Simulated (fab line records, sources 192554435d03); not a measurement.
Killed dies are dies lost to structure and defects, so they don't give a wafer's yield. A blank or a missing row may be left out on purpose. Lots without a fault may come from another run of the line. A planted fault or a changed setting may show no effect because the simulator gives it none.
fab line records | flow n5_finfet
record lots=7 wafers=18 last_day=19
route steps=1938 shown BEOL_M10@1512 PASSIVATION@1936
lots that met no fault: from a run of the same line without faults
start_h: hours from the record's first day to the start of the lot's first wafer shown | wait_h: hours since the lot's step before | " the same as in the row above | L1.1+2: a row that stands for several wafers | - no value, or no start given | * or withheld: withheld | < > ~ a bound
route shown NAME@n: a module of which the file shows steps, and the number in the route of the first | usual: mean/standard deviation of fault-free wafers | same: alike in all rows | chamber/n: place in a boat | sites: the reading at each site | _std_site: their standard deviation | _edge_site: outer sites' mean less inner sites' | radius_mm: how far each site lies from the wafer's centre | mask NAME#n: copy n | behind: the tool/chamber that last shaped the wafer | hold: why the lot was held/for how many hours/how that ended | device: the transistor (n, p or np) that didn't switch | end of line: the same wafers' tests at the end of the route | a step without rows: its recipe alone | killed: dies lost to structure and defects at the first sort, not the wafer's yield | map: a wafer's dies, x killed, . not, _ none there
set.NAME: the setting as run; set.NAME@STEP: as run at that earlier step | model.NAME: the simulator's own value behind a step, which no gauge read
lots at some steps of the route; a table a step, a row a wafer
services: from which hour (start_h, from the record's first day; less than 0 if before it) a tool's chamber was out of use, for how many hours, and why
## steps
# step N5_BEOL_M10_TRENCH_ETCH_37
# recipe chemistry=C4F6/O2 target_depth_a=1488.3 target=SiCOH_lowk time_s=48 ion_energy_ev=250 pressure_mtorr=30 source_w=345 bias_w=185 Ar_flow_sccm=300 C4F6_flow_sccm=10 O2_flow_sccm=10
# usual bias_w=185.1/0.51 drypump_motor_current_A=5.6/0.31 oes_product_au=0.79/0.088 rf_vpp_V=662/14 showerhead_plenum_p_Torr=2.87/0.071 throttle_valve_pct=20.97/0.26
# columns lot.wafer tool chamber start_h wait_h bias_w drypump_motor_current_A oes_product_au rf_hours_counter_h rf_vpp_V showerhead_plenum_p_Torr throttle_valve_pct
L433.1 rie_diel-06 3 - - 185.2 5.2 0.69 195 634 2.97 21.50
L433.3 " 0 " " 185.6 5.9 0.82 89 652 2.75 20.65
L433.6 " 2 " " 185.2 5.5 0.80 - 676 2.86 20.96
L440.1 rie_diel-06 1 - - 184.6 5.7 0.68 250 649 2.90 21.30
L440.2 " 3 " " 185.6 5.1 0.69 202 633 2.96 21.52
L441.1 rie_diel-01 0 - - 186.0 5.7 0.81 101 665 2.97 20.53
L441.4 " 1 " " 184.5 5.5 0.74 218 668 2.93 21.11
L444.4 rie_diel-01 3 - - 184.8 5.5 0.81 88 665 2.78 20.73
L444.6 " 0 " " 185.3 5.8 0.80 - 665 2.97 20.53
L447.2 rie_diel-06 2 - - 185.6 5.5 0.79 117 675 2.85 20.99
L447.3 " 3 " " 184.9 5.1 0.69 217 632 2.96 21.56
L447.5 " 0 " " 185.3 5.9 0.80 - 651 2.74 20.68
L453.2 rie_diel-06 2 - - 185.4 5.5 0.77 139 677 2.84 21.04
L453.4 " 1 " " 185.0 5.6 0.90 29 648 2.88 20.99
L453.5 " 1 " " 185.1 5.6 0.91 - 649 2.88 21.00
L454.2 rie_diel-01 1 - - 185.1 5.5 0.94 2 668 2.91 20.83
L454.5 " 0 " " 184.9 5.7 0.76 - 665 2.95 20.58
L454.6 " 3 " " 184.6 5.5 0.78 - 663 2.76 20.77
# step N5_BEOL_M10_ETCH_41
# recipe chemistry=CH3F/O2 target=SiCN target_depth_a=426 taper_deg=2 time_s=86 ion_energy_ev=120 mask_material=TiN pressure_mtorr=30 source_w=395 bias_w=75 Ar_flow_sccm=150 CH3F_flow_sccm=30 O2_flow_sccm=20
# usual bias_w=75.01/0.24 drypump_motor_current_A=5.6/0.31 oes_product_au=0.79/0.088 rf_vpp_V=297.7/1.2 showerhead_plenum_p_Torr=2.01/0.051 throttle_valve_pct=16.35/0.24
# columns lot.wafer tool chamber start_h wait_h bias_w drypump_motor_current_A oes_product_au rf_hours_counter_h rf_vpp_V showerhead_plenum_p_Torr throttle_valve_pct
L433.1 rie_diel-06 3 - - 75.19 5.1 0.70 195 299.4 2.09 16.83
L433.3 " 0 " " 75.34 5.9 0.82 89 295.8 1.93 16.09
L433.6 " 2 " " 74.89 5.5 0.81 - 296.6 2.01 16.32
L440.1 rie_diel-06 1 - - 75.21 5.6 0.69 250 299.8 2.04 16.74
L440.2 " 3 " " 75.26 5.1 0.69 202 300.2 2.08 16.85
L441.1 rie_diel-01 0 - - 75.25 5.7 0.80 101 298.6 2.09 15.96
L441.4 " 1 " " 75.30 5.5 0.73 218 298.6 2.06 16.54
L444.4 rie_diel-01 3 - - 75.04 5.5 0.81 88 296.4 1.95 16.07
L444.6 " 0 " " 75.25 5.7 0.79 - 298.4 2.09 15.99
L447.2 rie_diel-06 2 - - 74.97 5.5 0.79 117 296.0 2.00 16.34
L447.3 " 3 " " 74.98 5.1 0.68 217 299.6 2.08 16.88
L447.5 " 0 " " 74.89 5.9 0.80 - 294.9 1.92 16.09
L453.2 rie_diel-06 2 - - 75.11 5.5 0.77 139 297.9 2.00 16.39
L453.4 " 1 " " 75.04 5.6 0.89 29 298.1 2.03 16.34
L453.5 " 1 " " 74.80 5.6 0.91 - 299.3 2.03 16.34
L454.2 rie_diel-01 1 - - 75.47 5.5 0.95 2 298.2 2.05 16.16
L454.5 " 0 " " 74.99 5.7 0.76 - 298.2 2.08 16.03
L454.6 " 3 " " 74.80 5.5 0.77 - 296.5 1.94 16.13
# step N5_BEOL_M10_STRIP_77
# recipe chemistry=N2/H2 time_s=10 power_w=450 temp_c=40 pressure_mtorr=20 rf_frequency_hz=6e+07 bias_power_w=7 n2_flow_sccm=200 h2_flow_sccm=200
# usual drypump_motor_current_A=5.6/0.31 n2_flow_sccm=199.9/0.57 oes_product_au=0.80/0.089 rf_vpp_V=59.2/0.89 showerhead_plenum_p_Torr=2.56/0.068 temp_c=39.99/0.12 throttle_valve_pct=23.7/0.35
# columns lot.wafer tool chamber start_h wait_h drypump_motor_current_A n2_flow_sccm oes_product_au rf_hours_counter_h rf_vpp_V showerhead_plenum_p_Torr temp_c throttle_valve_pct
L433.1 rie_diel-06 3 - - 5.1 200.9 0.70 195 58.2 2.64 39.91 24.5
L433.3 " 0 " " 5.9 200.8 0.83 89 58.4 2.45 40.08 23.2
L433.6 " 2 " " 5.5 200.0 0.81 - 59.1 2.56 39.91 23.6
L440.1 rie_diel-06 1 - - 5.6 199.4 0.68 250 59.8 2.59 39.89 24.0
L440.2 " 3 " " 5.1 200.2 0.69 202 58.8 2.63 39.89 24.5
L441.1 rie_diel-01 0 - - 5.7 201.0 0.80 101 59.8 2.69 39.97 23.5
L441.4 " 1 " " 5.5 199.3 0.73 218 59.7 2.63 40.07 23.8
L444.4 rie_diel-01 3 - - 5.5 200.3 0.81 88 59.4 2.47 40.06 23.6
L444.6 " 0 " " 5.7 199.3 0.79 - 60.0 2.68 39.90 23.5
L447.2 rie_diel-06 2 - - 5.5 200.5 0.79 117 59.1 2.55 40.14 23.7
L447.3 " 3 " " 5.1 198.5 0.68 217 60.1 2.63 39.95 24.5
L447.5 " 0 " " 5.9 199.1 0.79 - 60.2 2.44 39.93 23.2
L453.2 rie_diel-06 2 - - 5.5 199.7 0.76 139 59.5 2.54 39.88 23.7
L453.4 " 1 " " 5.6 200.2 0.90 29 60.9 2.57 39.94 23.7
L453.5 " 1 " " 5.6 200.3 0.90 - 60.2 2.57 40.24 23.7
L454.2 rie_diel-01 1 - - 5.5 199.8 0.93 2 58.7 2.61 39.78 23.6
L454.5 " 0 " " 5.7 200.0 0.77 - 60.7 2.67 39.95 23.5
L454.6 " 3 " " 5.5 200.6 0.79 - 58.8 2.45 40.01 23.6
# step N5_BEOL_M10_OCD_MEAS_38
# usual trench_depth_nm=148.2/2.8
# columns lot.wafer tool chamber start_h wait_h trench_depth_nm
L433.1 ocd-02 - 222.75 - 146.0
L433.3 " - " " 149.8
L433.6 " - " " 149.9
L440.1 ocd-01 - 264.59 - 144.8
L440.2 " - " " 146.2
L441.1 ocd-02 - 285.26 - 149.0
L441.4 " - " " 150.6
L444.4 ocd-01 - 296.73 - 145.7
L444.6 " - " " 148.4
L447.2 ocd-02 - 309.62 - 149.9
L447.3 " - " " 145.9
L447.5 " - " " 149.0
L453.2 ocd-02 - 367.15 - 149.6
L453.4 " - " " 152.1
L453.5 " - " " 151.3
L454.2 ocd-02 - 401.38 - 147.6
L454.5 " - " " 146.7
L454.6 " - " " 145.9
# step N5_BEOL_M10_HM_STRIP_39
# recipe chemistry=peroxide_tin_strip material=TiN target_depth_a=250 temp_c=50 time_s=158
# step N5_BEOL_M10_SRD_40
# recipe time_s=30 temp_c=23 rinse_liquid=diw dry=ipa_marangoni
# step N5_BEOL_M10_PRECLEAN_42
# recipe chemistry=residue_remover time_s=60 temp_c=40
# step N5_BEOL_M10_SRD_43
# recipe time_s=30 temp_c=23 rinse_liquid=diw dry=ipa_marangoni
# step N5_BEOL_M10_CD_MEAS_35
# recipe target_cd_nm=70 polarity=opening
# usual cd_nm=70.4/0.61
# columns lot.wafer tool chamber start_h wait_h cd_nm
L433.1 cd_sem-01 - 222.90 0.0 71.2
L433.3 " - " " 71.5
L433.6 " - " " 71.3
L440.1 cd_sem-03 - 264.74 0.0 70.1
L440.2 " - " " 70.1
L441.1 cd_sem-03 - 285.41 0.0 70.9
L441.4 " - " " 70.9
L444.4 cd_sem-02 - 296.88 0.0 70.3
L444.6 " - " " 71.2
L447.2 cd_sem-01 - 309.78 0.0 70.2
L447.3 " - " " 70.1
L447.5 " - " " 70.1
L453.2 cd_sem-02 - 367.31 0.0 70.6
L453.4 " - " " 69.3
L453.5 " - " " 69.9
L454.2 cd_sem-01 - 401.54 0.0 70.7
L454.5 " - " " 70.7
L454.6 " - " " 70.2
# step N5_BEOL_M10_CURE_72
# recipe temp_c=370 time_s=120 ambient=DMADMS/He material=SiCOH_lowk
# step N5_BEOL_M10_DEGAS_44
# recipe ambient=vacuum temp_c=250 time_s=60
# step N5_BEOL_M10_PRE_CLEAN_45
# recipe gas=H2/He time_s=30 temp_c=250
# usual heater_power_w=321/26 susceptor_temp_C=249.99/0.17
# columns lot.wafer tool chamber start_h wait_h heater_power_w susceptor_temp_C
L433.1 pvd_sputter-03 - 223.41 0.0 319 249.93
L433.3 " - " " 339 250.18
L433.6 " - " " 327 250.04
L440.1 pvd_sputter-01 - 265.53 0.0 304 249.89
L440.2 " - " " 357 250.16
L441.1 pvd_sputter-01 - 286.20 0.0 326 249.88
L441.4 " - " " 305 249.98
L444.4 pvd_sputter-01 - 297.29 0.0 331 249.87
L444.6 " - " " 327 249.73
L447.2 pvd_sputter-02 - 310.54 0.0 330 250.08
L447.3 " - " " 317 250.11
L447.5 " - " " 300 250.00
L453.2 pvd_sputter-01 - 367.85 0.0 303 250.11
L453.4 " - " " 357 250.13
L453.5 " - " " 299 250.12
L454.2 pvd_sputter-01 - 402.11 0.0 300 249.84
L454.5 " - " " 320 250.26
L454.6 " - " " 300 249.89
# step N5_BEOL_M10_ALD_74
# recipe material=TaN target_thk_a=20 temp_c=275 ald_precursor_family=PDMAT ald_co_reactant=NH3 pressure_torr=3 carrier_flow_sccm=1500 pulse_time_s=2 purge_time_s=3 co_reactant_purge_time_s=2 co_reactant_pulse_time_s=3 ald_cycles=40 precursor_vessel_temp_c=75 precursor_vessel_pressure_torr=26.25 precursor_vessel_carrier_sccm=1000
# usual ald_cycles=40/0 heater_power_w=409/54 susceptor_temp_C=275.02/0.19
# same co_reactant_pulse_time_s=3 purge_time_s=3
# columns lot.wafer tool chamber start_h wait_h ald_cycles heater_power_w susceptor_temp_C
L433.1 ald_metal-04 1 223.48 0.1 40 441 274.91
L433.3 " 0 " " 40 467 275.26
L433.6 " 3 " " 40 363 275.03
L440.1 ald_metal-02 0 265.59 0.0 40 473 275.02
L440.2 " 2 " " 42 400 275.29
L441.1 ald_metal-02 1 286.68 0.5 40 402 274.74
L441.4 " 2 " " 42 389 275.04
L444.4 ald_metal-02 1 297.38 0.1 42 395 274.85
L444.6 " 3 " " 40 306 274.91
L447.2 ald_metal-04 1 310.60 0.0 40 438 275.10
L447.3 " 2 " " 40 451 275.05
L447.5 " 3 " " 40 361 274.85
L453.2 ald_metal-02 2 367.91 0.0 40 412 275.04
L453.4 " 2 " " 40 395 275.01
L453.5 " 0 " " 40 474 274.85
L454.2 ald_metal-04 3 402.20 0.1 40 362 275.25
L454.5 " 2 " " 40 458 274.90
L454.6 " 3 " " 40 367 274.96
# step N5_BEOL_M10_SURFACE_TREAT_76
# recipe gas=Ar time_s=* ion_energy_ev=* ion_current_ma_cm2=0.5 pressure_mtorr=* ar_flow_sccm=30
# usual throttle_valve_pct=*
# columns lot.wafer tool chamber start_h wait_h throttle_valve_pct
L433.1 pvd_sputter-01 - 223.83 0.2 *
L433.3 " - " " *
L433.6 " - " " *
L440.1 pvd_sputter-03 - 269.57 3.9 *
L440.2 " - " " *
L441.1 pvd_sputter-01 - 287.04 0.2 *
L441.4 " - " " *
L444.4 pvd_sputter-01 - 297.83 0.3 *
L444.6 " - " " *
L447.2 pvd_sputter-01 - 310.93 0.2 *
L447.3 " - " " *
L447.5 " - " " *
L453.2 pvd_sputter-03 - 368.57 0.5 *
L453.4 " - " " *
L453.5 " - " " *
L454.2 pvd_sputter-01 - 402.71 0.4 *
L454.5 " - " " *
L454.6 " - " " *
# step N5_PASSIVATION_PROBE_49
# usual defect_limited_yield=91.0/1.3 killed_at_M0_to_M3=33/10 killed_at_M4_up=14/5.6 killed_at_contacts=12/5.8 killed_at_front_end=43/11 killed_at_other=4.1/2.8 killed_dies=106/15 killed_open=70/12 killed_short=34/7.5 sort_bin_5_function=5.3/0.88 sort_bin_6_memory=3.3/0.64 sort_bin_8_speed=0.00/0.016 sort_n_pass=1074/15 sort_yield_pct=91.0/1.3
# same gross_dies=1180 killed_at_back_side=0 sort_bin_4_leakage[%]=0
# columns lot.wafer tool chamber start_h wait_h defect_limited_yield[%] killed_at_M0_to_M3 killed_at_M4_up killed_at_contacts killed_at_front_end killed_at_other killed_dies killed_open killed_short sort_bin_5_function[%] sort_bin_6_memory[%] sort_bin_8_speed[%] sort_n_pass sort_yield_pct[%]
L433.1 prober-02 - 283.71 0.2 91.0 38 15 16 35 2 106 78 27 5.6 3.2 0 1074 91.0
L433.3 prober-02 - 283.81 0.3 92.1 33 11 5 42 2 93 66 22 5.3 2.1 0 1087 92.1
L433.6 prober-02 - 283.96 0.4 91.7 37 13 8 39 1 98 61 34 4.3 3.3 0 1082 91.7
L441.1 prober-02 - 338.36 0.0 89.3 61 16 6 41 2 126 87 39 6.9 3.3 0 1054 89.3
L441.4 prober-02 - 338.51 0.2 90.8 47 9 7 43 2 108 70 38 6.0 3.0 0 1072 90.8
L447.2 prober-01 - 356.75 0.1 91.4 27 26 11 37 1 102 69 29 5.3 3.1 0 1078 91.4
L447.3 prober-01 - 356.80 0.1 90.2 48 24 4 40 0 116 88 25 5.4 4.2 0 1064 90.2
L447.5 prober-01 - 356.90 0.2 89.3 41 15 14 54 2 126 82 40 5.7 4.2 0 1054 89.3
L453.2 prober-02 - 416.23 0.1 93.3 27 12 8 27 5 79 54 24 4.6 2.0 0 1101 93.3
L453.4 prober-02 - 416.33 0.2 90.6 25 24 12 41 9 111 70 41 5.7 3.4 0 1069 90.6
L453.5 prober-02 - 416.38 0.2 89.1 42 18 18 39 12 129 87 41 6.9 3.8 0 1051 89.1
L454.2 prober-01 - 450.01 0.1 90.8 45 7 8 37 11 108 68 35 5.2 3.5 0 1072 90.8
L454.5 prober-01 - 450.16 0.2 91.0 28 17 13 35 13 106 66 35 4.9 3.6 0 1074 91.0
L454.6 prober-01 - 450.21 0.3 91.4 36 8 12 36 9 101 60 38 4.5 3.2 0 1079 91.4
# killed by level:class
L433.1 MOL_CONTACT_COAG:geometric_particle:open=12 FIN_SAQP:geometric_particle:open=10 BEOL_M4:geometric_particle:open=10 BEOL_M1:geometric_particle:open=9 BEOL_M0_SAQP:geometric_particle:open=8 BEOL_M2:geometric_particle:open=8 BEOL_M0_SAQP:geometric_particle:short=6 FIN_SAQP:geometric_particle:short=5
L433.3 FIN_SAQP:geometric_particle:open=12 FIN_SAQP:geometric_particle:short=9 BEOL_M0_SAQP:geometric_particle:open=9 BEOL_M2:geometric_particle:open=9 BEOL_M4:geometric_particle:open=7 STI_FIN_REVEAL:geometric_particle:open=5 BEOL_M0_SAQP:geometric_particle:short=5 BEOL_M1:geometric_particle:open=5
L433.6 BEOL_M0_SAQP:geometric_particle:short=9 BEOL_M4:geometric_particle:open=9 BEOL_M0_SAQP:geometric_particle:open=8 FIN_SAQP:geometric_particle:open=7 STI_FIN_REVEAL:geometric_particle:open=7 MOL_CONTACT_COAG:geometric_particle:open=6 BEOL_M3:geometric_particle:open=5 BEOL_M2:geometric_particle:open=5
L441.1 BEOL_M2:geometric_particle:open=20 BEOL_M0_SAQP:geometric_particle:short=15 BEOL_M0_SAQP:geometric_particle:open=12 FIN_SAQP:geometric_particle:open=9 FIN_SAQP:geometric_particle:short=8 GATE_CUT:geometric_particle:open=7 BEOL_M4:geometric_particle:open=7 STI_FIN_REVEAL:geometric_particle:open=5
L441.4 BEOL_M2:geometric_particle:open=11 FIN_SAQP:geometric_particle:short=10 BEOL_M0_SAQP:geometric_particle:open=10 FIN_SAQP:geometric_particle:open=9 BEOL_M0_SAQP:geometric_particle:short=9 MOL_CONTACT_COAG:geometric_particle:open=6 DUMMY_GATE:geometric_particle:open=5 STARTING-WAFER:geometric_particle:open=5
L447.2 STI_FIN_REVEAL:geometric_particle:open=9 BEOL_M4:geometric_particle:open=9 MOL_CONTACT_COAG:geometric_particle:open=8 FIN_SAQP:geometric_particle:open=7 BEOL_M2:geometric_particle:open=7 FIN_SAQP:geometric_particle:short=6 BEOL_M1:geometric_particle:open=5 BEOL_M3:geometric_particle:open=4
L447.3 BEOL_M2:geometric_particle:open=15 BEOL_M4:geometric_particle:open=13 BEOL_M0_SAQP:geometric_particle:open=11 FIN_SAQP:geometric_particle:short=9 STI_FIN_REVEAL:geometric_particle:open=9 FIN_SAQP:geometric_particle:open=7 BEOL_M1:geometric_particle:open=7 BEOL_M0_SAQP:geometric_particle:short=6
L447.5 FIN_SAQP:geometric_particle:open=14 FIN_SAQP:geometric_particle:short=14 STI_FIN_REVEAL:geometric_particle:open=11 MOL_CONTACT_COAG:geometric_particle:open=10 BEOL_M3:geometric_particle:open=8 BEOL_M1:geometric_particle:open=6 BEOL_M0_SAQP:geometric_particle:short=6 BEOL_M0_SAQP:geometric_particle:open=6
L453.2 MOL_CONTACT_COAG:geometric_particle:open=7 FIN_SAQP:geometric_particle:open=6 BEOL_M0_SAQP:geometric_particle:short=6 BEOL_M8:geometric_particle:open=6 FIN_SAQP:geometric_particle:short=5 BEOL_M0_SAQP:geometric_particle:open=5 BEOL_M2:geometric_particle:open=5 BEOL_M3:geometric_particle:open=4
L453.4 BEOL_M4:geometric_particle:open=15 FIN_SAQP:geometric_particle:short=13 FIN_SAQP:geometric_particle:open=13 MOL_CONTACT_COAG:geometric_particle:open=10 BEOL_M0_SAQP:geometric_particle:open=6 MIM_TOP:geometric_particle:short=6 BEOL_M0_SAQP:geometric_particle:short=5 BEOL_M2:geometric_particle:open=5
L453.5 STI_FIN_REVEAL:geometric_particle:open=15 MOL_CONTACT_COAG:geometric_particle:open=14 BEOL_M0_SAQP:geometric_particle:open=13 BEOL_M0_SAQP:geometric_particle:short=11 BEOL_M4:geometric_particle:open=11 FIN_SAQP:geometric_particle:short=10 BEOL_M2:geometric_particle:open=8 BEOL_M1:geometric_particle:open=6
L454.2 FIN_SAQP:geometric_particle:open=14 BEOL_M0_SAQP:geometric_particle:open=10 BEOL_M2:geometric_particle:open=8 STI_FIN_REVEAL:geometric_particle:open=7 MOL_CONTACT_COAG:geometric_particle:open=6 BEOL_M0_SAQP:geometric_particle:short=6 BEOL_M1:geometric_particle:open=6 BEOL_M2:geometric_particle:short=6
L454.5 MOL_CONTACT_COAG:geometric_particle:open=9 STI_FIN_REVEAL:geometric_particle:open=9 BEOL_M1:geometric_particle:open=8 FIN_SAQP:geometric_particle:open=6 BEOL_M0_SAQP:geometric_particle:open=5 STARTING-WAFER:geometric_particle:short=5 MOL_CONTACT_COAG:geometric_particle:short=4 BEOL_M2:geometric_particle:open=4
L454.6 MOL_CONTACT_COAG:geometric_particle:open=10 STI_FIN_REVEAL:geometric_particle:open=9 BEOL_M3:geometric_particle:open=7 BEOL_M2:geometric_particle:open=7 BEOL_M0_SAQP:geometric_particle:short=5 BEOL_M1:geometric_particle:open=5 FIN_SAQP:geometric_particle:open=4 GATE_CUT:geometric_particle:short=4
## services
# columns tool chamber start_h hours kind
ald_metal-02 - 203.27 8.7 pm
ald_metal-04 - 215.31 0.4 repair
rie_diel-06 - 232.17 14.6 pm
rie_diel-01 2 232.53 - clean
rie_diel-01 2 232.53 - consumable_replace:focus_ring
rie_diel-01 2 232.53 27.3 scheduled_down
rie_diel-01 2 232.53 27.3 vent_cycle
rie_diel-06 1 265.85 - clean
rie_diel-06 1 265.85 - consumable_replace:focus_ring
rie_diel-06 1 265.85 16.0 scheduled_down
rie_diel-06 1 265.85 16.0 vent_cycle
pvd_sputter-02 - 302.85 7.1 repair
ald_metal-02 0 304.34 9.4 repair
pvd_sputter-01 - 320.59 12.8 repair
ald_metal-04 1 323.35 26.0 repair
rie_diel-01 1 338.06 3.9 repair
ald_metal-02 1 343.60 42.3 repair
ald_metal-02 3 346.31 3.3 repair
rie_diel-01 1 383.90 - clean
rie_diel-01 1 383.90 - consumable_replace:focus_ring
rie_diel-01 1 383.90 12.7 scheduled_down
rie_diel-01 1 383.90 12.7 vent_cycle
rie_diel-06 3 400.20 6.6 repair
## key
first_sign step=N5_BEOL_M10_ALD_74 reading=ald_cycles direction=up sigmas=99+ usual=* struck=*
effect none on later readings
met_at N5_BEOL_M10_ALD_74
struck_wafers L440.2,L441.4,L444.4
fault kind=process_parameter_drift tool=ald_metal-02 chamber=- onset_h=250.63 steps=N5_BEOL_M10_ALD_74 channel=ald_cycles offset=* shape=step end_h=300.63 scope=struck_wafers_only acts_in=* stated=*
